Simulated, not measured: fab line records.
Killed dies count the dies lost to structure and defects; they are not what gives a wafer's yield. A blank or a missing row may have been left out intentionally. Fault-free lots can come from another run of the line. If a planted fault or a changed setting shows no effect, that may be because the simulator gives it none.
Comparing a struck lot with a sound one    flow n5_finfet    41 steps out of a route of 1938
Sound: these wafers, L452.1, L452.3, L452.6. Wafers struck: L449.2, L449.3, L449.4. Last of all comes the cause.
At each step with rows: each side's tool, then ch and its chambers, then its first start. Under that, the readings that differ: sound wafers    struck wafers    difference of the means    sigmas: that difference in standard deviations of wafers without a fault.
alike: a reading whose means differ by less than 2 such deviations, as well as words and numbers matching on both sides. not compared: withheld readings; readings where some wafer has no value; bounds like >300 that might hide an equal value; numbers whose values overlap and for which the record gives no deviation.
Wherever a step has rows on one side only, a row that says differs or no value, or a row with sigmas, the two part there. Non-overlapping numbers with no deviation appear without sigmas and do not part them. Lack of a reading on every wafer of one side parts them only where that side has two or more wafers.

first, 11 steps without rows for these wafers: N5_GATE_CUT_ETCHBACK_00 (etches W in SF6/Cl2); N5_GATE_CUT_ETCH_56 (etches TiN in Cl2/Ar, target depth 21.6 nm); N5_GATE_CUT_ETCHBACK_30 (etches TiN in Cl2/Ar, target depth 3 nm); N5_GATE_CUT_VAPOR_ETCH_60 (etches HfO2 in BCl3/Cl2); N5_GATE_CUT_ETCH_58 (etches SiNx in CH3F/O2, target depth 17 nm, time 128.6 s); N5_GATE_CUT_STRIP_59 (strips in N2/H2, time 20 s); N5_GATE_CUT_PRECLEAN_31 (cleans in DIW, time 300 s); N5_GATE_CUT_SRD_32 (time 30 s); N5_GATE_CUT_SAC_CAP_01 (material SiNx, target thk 24 nm, pulse time 1 s, ald cycles 480); N5_GATE_CUT_PECVD_57 (deposits SiNx from SiH4/NH3/N2, target thk 21 nm); N5_GATE_CUT_CMP_02 (polishes, stops on SiO2, t overpolish 12.7 s, target thk 0 nm).
N5_GATE_CUT_HM_DEP_46: deposits SiO2 from TEOS/O2, target thk 130 nm, time 26.6 s.
  sound on pecvd-03 ch 0,1, day 10 06:56; struck on pecvd-04 ch 0,2, day 9 14:29
  alike: heater_power_w, showerhead_plenum_p_Torr, throttle_valve_pct
then, 19 steps without rows for these wafers: N5_GATE_CUT_COAT_34 (time 60 s, resist thk 60 nm); N5_GATE_CUT_COAT_35 (time 60 s, resist thk 10 nm); N5_GATE_CUT_COAT_27 (time 60 s, resist thk 10 nm); N5_GATE_CUT_COAT_07 (resist thk 30 nm); N5_GATE_CUT_EBR_09; N5_GATE_CUT_SOFTBAKE_08 (time 60 s); N5_GATE_CUT_EXPOSE_10 (exposes mask GATE CUT, target cd 20 nm); N5_GATE_CUT_PEB_11 (peb time 60 s); N5_GATE_CUT_DEVELOP_12 (develop time 30 s); N5_GATE_CUT_DESCUM_18 (chemistry O2, time 7 s); N5_GATE_CUT_ETCH_28 (etches underlayer in N2/H2, target depth 13 nm, time 10.4 s); N5_GATE_CUT_ETCH_36 (etches SiARC in CF4, target depth 13 nm, time 21.7 s); N5_GATE_CUT_ETCH_37 (etches SOC in N2/H2, target depth 60 nm, overetch 12 nm, time 90 s); N5_GATE_CUT_STRIP_38 (strips in N2/H2); N5_GATE_CUT_STRIP_39 (strips in N2/H2); N5_GATE_CUT_HM_OPEN_40 (chemistry C4F6/O2, target SiO2, target depth 139 nm, time 85.1 s); N5_GATE_CUT_STRIP_41 (strips in CF4); N5_GATE_CUT_STRIP_42 (strips in O2); N5_GATE_CUT_ETCH_19 (etches SiNx in CH3F/O2, target depth 53.7 nm, time 76.7 s).
N5_GATE_CUT_CUT_ETCH_53: etches W in SF6/Cl2, target depth 79.2 nm.
  sound on rie_metal-03 ch 0, day 10 07:56; struck on rie_metal-01 ch 0,1, day 9 15:29
reading                      sound              struck             difference  sigmas
drypump_motor_current_A (A)  5.4 5.4 5.4        6.6 6.5 6.3        +1.1        +2
throttle_valve_pct (%)       28.81 28.80 28.78  28.00 27.96 28.28  -0.72       -5
  alike: etch_rf_on_time_s, oes_product_au
  not compared: rf_hours_counter_h
then, 6 steps without rows for these wafers: N5_GATE_CUT_CUT_ETCH_54 (etches TiN in Cl2/BCl3, target depth 96.7 nm); N5_GATE_CUT_CUT_ETCH_55 (etches HfO2 in BCl3, target depth 3.2 nm); N5_GATE_CUT_ETCH_47 (etches SiO2 in Cl2/BCl3, target depth 10 nm); N5_GATE_CUT_VAPOR_ETCH_48 (etches TiN in BCl3/Cl2); N5_GATE_CUT_VAPOR_ETCH_49 (etches TiAlC in BCl3/Cl2); N5_GATE_CUT_VAPOR_ETCH_51 (etches HfO2 in BCl3/Cl2).
N5_GATE_CUT_THK_MEAS_24:
  sound: film_metro-01 at day 10 10:12; struck: film_metro-01 at day 9 17:43
reading           sound              struck             difference  sigmas
GC_FILL_THK (nm)  213.3 217.1 218.6  195.8 192.6 196.2  -21.5       -12
-- here the record skips 4 days between the struck wafers' starts before and after, leaving off in module GATE_CUT and picking up in module BEOL_M4 (first step shown: number 1111 of the route) --
N5_BEOL_M4_RC_MEAS_101:
  sound on prober-01 ch 0, day 13 21:56; struck on prober-02 ch 0, day 13 10:33
  alike: DIBL_N, DIBL_P, IOFF_N, IOFF_P, ION_N, ION_P, SS_N, SS_P, VT_N, VT_P
-- here the record skips 4 days between the struck wafers' starts before and after, leaving off in module BEOL_M4 and picking up in module PASSIVATION (first step shown: number 1936 of the route) --
N5_PASSIVATION_PROBE_49:
  only the struck wafers here have rows in the record (prober-01, day 17 08:40); the sound ones have none

WHERE THEY PART
First at N5_GATE_CUT_CUT_ETCH_53; last, within this record, at N5_PASSIVATION_PROBE_49.

WHY: the cause the simulator had injected
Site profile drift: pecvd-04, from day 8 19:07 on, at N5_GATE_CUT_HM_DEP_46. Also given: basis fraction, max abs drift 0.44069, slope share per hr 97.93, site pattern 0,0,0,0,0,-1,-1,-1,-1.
